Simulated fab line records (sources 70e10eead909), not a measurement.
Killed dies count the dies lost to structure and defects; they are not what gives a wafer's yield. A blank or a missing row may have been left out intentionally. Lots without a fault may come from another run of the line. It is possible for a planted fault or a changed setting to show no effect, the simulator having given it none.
Matching of chambers | flow nandHarc | 4 sister chambers for NHARC_A_CONTACT_ETCH_51 on rieDiel-02
The step etches the open film in O2/COS, target depth 3600 nm, time 936 s. 7 wafers are shown with their chamber, then 7 later ones without.

## WAFERS WITH THEIR CHAMBER
wafer  | chamber | showerheadPlenumPTorr (Torr) | drypumpMotorCurrentA (A)
L243.1 | 2       | 3.36                         | 5.4
L247.5 | 0       | 3.03                         | 6.6
L251.2 | 3       | 3.21                         | 6.1
L251.3 | 0       | 3.02                         | 6.5
L251.6 | 1       | 3.04                         | 6.7
L259.1 | 3       | 3.21                         | 6.1
L259.2 | 1       | 3.03                         | 6.7

## WAFERS WITH NO CHAMBER GIVEN
wafer  | showerheadPlenumPTorr (Torr) | drypumpMotorCurrentA (A)
L259.3 | 3.02                         | 6.5
L258.1 | 3.34                         | 5.4
L258.2 | 3.03                         | 6.7
L258.5 | 3.34                         | 5.4
L260.2 | 3.03                         | 6.7
L260.3 | 3.20                         | 6.1
L260.6 | 3.20                         | 6.1

## CHAMBER TAKEN BY EACH
wafer  | from the rows above | in truth
L259.3 | 0                   | 0
L258.1 | 2                   | 2
L258.2 | 1                   | 1
L258.5 | 2                   | 2
L260.2 | 1                   | 1
L260.3 | 3                   | 3
L260.6 | 3                   | 3
Correct placement for 7 of the 7. Number that these rows cannot place: 0. Wrongly placed: 0.
How it was worked out, from the rows above alone: a wafer's distance from a chamber is the root of the sum, over the readings, of the square of ((its reading less the chamber's mean) divided by the reading's scatter). The wafer belongs to the nearest chamber; if the next one is less than 2 further off, it can't be placed. Each chamber's mean is taken over the wafers shown for it. The scatter is the square root of a quotient: the sum, over the shown wafers, of each reading's squared deviation from its chamber's mean, divided by wafers minus chambers.
